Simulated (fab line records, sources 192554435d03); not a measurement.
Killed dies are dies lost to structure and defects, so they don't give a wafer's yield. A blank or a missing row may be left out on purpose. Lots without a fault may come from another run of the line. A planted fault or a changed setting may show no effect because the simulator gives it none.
Split-lot experiment | flow n5_finfet | 7 lots, 39 wafers read, on a route of 1938 steps

THE SPLIT
At N5_BEOL_M15_TRENCH_ETCH_34 (etches SiO2 in C4F8/O2/Ar, target depth 872.93 nm, time 199 s), the setting time_s was moved away from the recipe's 199 s on 15 of the 39 wafers read, by -59.4% to +57.9%. The other wafers ran this setting at the recipe's value.

FROM THE SPLIT TO THE READING: what the file shows between them, 4 steps
- N5_BEOL_M15_STRIP_36: strips in O2
- N5_BEOL_M15_ECD_47: material Cu, target thk 1860 nm
- N5_BEOL_M15_ANNEAL_48: time 90 s
- N5_BEOL_M15_CMP_49: polishes, stops on SiO2, t overpolish 4.9 s, target thk 850 nm

THE READING
M15_THK, in nm, at N5_BEOL_M15_THK_MEAS_50 (measures by xrf). Fault-free wafers of this fab line usually give 856 nm, standard deviation 14 nm.

wafer  | tool, chamber at the split | time_s as run, s | against the recipe | M15_THK, nm | against lot-mates on the recipe
L075.4 | rie_diel-06, 0             | 199              | recipe             | 849         | -
L075.5 | rie_diel-06, 1             | 199              | recipe             | 866         | -
L075.6 | rie_diel-06, 0             | 199              | recipe             | 846         | -
L079.1 | rie_diel-02, 1             | 156.3            | -21.5%             | 663         | -177
L079.2 | rie_diel-02, 0             | 199              | recipe             | 855         | -
L079.3 | rie_diel-02, 3             | 199              | recipe             | 835         | -
L079.4 | rie_diel-02, 2             | 156.3            | -21.5%             | 668         | -172
L079.5 | rie_diel-02, 0             | 156.3            | -21.5%             | 671         | -169
L079.6 | rie_diel-02, 3             | 199              | recipe             | 831         | -
L083.1 | rie_diel-06, 3             | 199              | recipe             | 864         | -
L083.2 | rie_diel-06, 0             | 314.3            | +57.9%             | 1331        | +477
L083.3 | rie_diel-06, 1             | 314.3            | +57.9%             | 1366        | +512
L083.4 | rie_diel-06, 0             | 199              | recipe             | 835         | -
L083.5 | rie_diel-06, 1             | 314.3            | +57.9%             | 1355        | +501
L083.6 | rie_diel-06, 3             | 199              | recipe             | 863         | -
L082.1 | rie_diel-06, 3             | 199              | recipe             | 873         | -
L082.2 | rie_diel-06, 1             | 199              | recipe             | 868         | -
L082.3 | rie_diel-06, 0             | 80.87            | -59.4%             | 333         | -534
L082.4 | rie_diel-06, 1             | 80.87            | -59.4%             | 341         | -526
L082.5 | rie_diel-06, 0             | 199              | recipe             | 859         | -
L082.6 | rie_diel-06, 3             | 80.87            | -59.4%             | 341         | -526
L084.1 | rie_diel-05, 3             | 285              | +43.2%             | 1225        | +371
L084.2 | rie_diel-05, 0             | 199              | recipe             | 853         | -
L084.3 | rie_diel-05, 1             | 285              | +43.2%             | 1235        | +381
L084.4 | rie_diel-05, 1             | 199              | recipe             | 853         | -
L084.5 | rie_diel-05, 3             | 199              | recipe             | 855         | -
L084.6 | rie_diel-05, 0             | 285              | +43.2%             | 1240        | +386
L089.1 | rie_diel-05, 3             | 199              | recipe             | 847         | -
L089.2 | rie_diel-05, 1             | 199              | recipe             | 845         | -
L089.3 | rie_diel-05, 0             | 199              | recipe             | 856         | -
L089.4 | rie_diel-05, 3             | 199              | recipe             | 846         | -
L089.5 | rie_diel-05, 0             | 199              | recipe             | 852         | -
L089.6 | rie_diel-05, 1             | 199              | recipe             | 858         | -
L093.1 | rie_diel-02, 3             | 256              | +28.6%             | 1084        | +228
L093.2 | rie_diel-02, 2             | 256              | +28.6%             | 1108        | +252
L093.3 | rie_diel-02, 1             | 256              | +28.6%             | 1107        | +251
L093.4 | rie_diel-02, 0             | 199              | recipe             | 856         | -
L093.5 | rie_diel-02, 0             | 199              | recipe             | 859         | -
L093.6 | rie_diel-02, 1             | 199              | recipe             | 852         | -

THE FIT
A straight line over all 39 wafers: M15_THK changes by +8.66 nm for each +1% of time_s; r = +1.00; the points scatter about the line by 10 nm.
The same after taking each lot's own level away (the mean of its wafers on the recipe; 39 wafers): +8.7 nm for each +1%; r = +1.00; scatter 10 nm.
On that fit, the largest move of time_s shifts the reading by 5.2e+02 nm.
The lots' own levels span 840.3 to 866.7 nm, that is 1.9 times the standard deviation above.
So the lot-to-lot level changes the slope little: the two slopes agree.
Check: with one of the wafers moved furthest among these (-59.4%) left out of the fit, the line predicts -514 nm for it against its lot-mates. It came out at -534 nm against them.

THE WHOLE CHAIN: every reading that the file lists as answering this split, in the file's order
step                       | what it does                                                   | reading                                                                          | change (the file's fit)                                                                 | r (the file's)
N5_BEOL_M15_TRENCH_ETCH_34 | etches SiO2 in C4F8/O2/Ar, target depth 872.93 nm, time 199 s  | etch.depth_nm (the simulator's own value, which no gauge read)                   | +8.65 nm for each +1% of the setting                                                    | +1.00
N5_BEOL_M15_TRENCH_ETCH_34 | etches SiO2 in C4F8/O2/Ar, target depth 872.93 nm, time 199 s  | coat_of_BEOL_M15_COAT_22.thk_nm (the simulator's own value, which no gauge read) | -1.72 nm for each +1% of the setting                                                    | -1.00
N5_BEOL_M15_CMP_49         | polishes, stops on SiO2, t overpolish 4.9 s, target thk 850 nm | Cu_of_BEOL_M15_ECD_47.thk_nm (the simulator's own value, which no gauge read)    | +8.65 nm for each +1% of the setting                                                    | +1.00
N5_BEOL_M15_THK_MEAS_50    | measures by xrf                                                | M15_THK                                                                          | +8.7 for each +1% of the setting                                                        | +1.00
N5_BEOL_M15_RS_MEAS_54     | measures by four-point-probe                                   | M15_RS                                                                           | not straight: 0.0562 at the lowest setting, 0.0216 at the recipe, 0.0135 at the highest | not given

THE FILE'S OWN FIT
M15_THK changes by +8.7 nm for each +1% of time_s, r = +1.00.
